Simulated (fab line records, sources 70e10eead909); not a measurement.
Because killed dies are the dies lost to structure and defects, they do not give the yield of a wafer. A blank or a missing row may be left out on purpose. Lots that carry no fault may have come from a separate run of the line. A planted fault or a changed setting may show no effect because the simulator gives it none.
Chamber matching :: flow nand_harc :: pecvd-02 running NHARC_P_M2_DEP_00: 3 sister chambers
The step deposits SiOC, target thk 182.5 nm. 6 wafers are shown with their chamber, then 8 later ones without.

== WAFERS PAIRED WITH THEIR CHAMBERS ==
wafer: L877.1
chamber: 1
rf_fwd_power_W (W): 600.2

wafer: L877.6
chamber: 0
rf_fwd_power_W (W): 600.3

wafer: L886.4
chamber: 1
rf_fwd_power_W (W): 599.1

wafer: L886.5
chamber: 0
rf_fwd_power_W (W): 599.8

wafer: L886.6
chamber: 2
rf_fwd_power_W (W): 598.3

wafer: L888.4
chamber: 2
rf_fwd_power_W (W): 599.4

== WAFERS WHOSE CHAMBER IS MISSING ==
wafer: L888.5
rf_fwd_power_W (W): 597.4

wafer: L888.6
rf_fwd_power_W (W): 598.4

wafer: L889.1
rf_fwd_power_W (W): 600.8

wafer: L889.2
rf_fwd_power_W (W): 599.5

wafer: L889.4
rf_fwd_power_W (W): 599.9

wafer: L891.1
rf_fwd_power_W (W): 599.8

wafer: L891.2
rf_fwd_power_W (W): 600.0

wafer: L891.4
rf_fwd_power_W (W): 595.6

== WHICH CHAMBER EACH ONE RAN IN ==
wafer: L888.5
from the rows above: can't be placed: 2 or 1 or 0
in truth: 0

wafer: L888.6
from the rows above: can't be placed: 2 or 1 or 0
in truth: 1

wafer: L889.1
from the rows above: can't be placed: 0 or 1 or 2
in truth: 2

wafer: L889.2
from the rows above: can't be placed: 1 or 0 or 2
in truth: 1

wafer: L889.4
from the rows above: can't be placed: 0 or 1 or 2
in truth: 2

wafer: L891.1
from the rows above: can't be placed: 1 or 0 or 2
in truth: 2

wafer: L891.2
from the rows above: can't be placed: 0 or 1 or 2
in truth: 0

wafer: L891.4
from the rows above: can't be placed: 2 or 1 or 0
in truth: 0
Correctly placed: 0 of 8. Unplaceable from these rows: 8, with the true chamber sitting among the candidates in 8. Number placed wrongly: 0.
How it was worked out, from the rows above alone: a wafer's distance from a chamber is the root of the sum, over the readings, of the square of ((its reading less the chamber's mean) divided by the reading's scatter). The wafer belongs to the nearest chamber; if the next one is less than 2 further off, it can't be placed. The mean given for a chamber averages the wafers shown for that chamber. The scatter: the root of (the sum of the squares of (reading less its chamber's mean) over the shown wafers, divided by (wafers less chambers)).
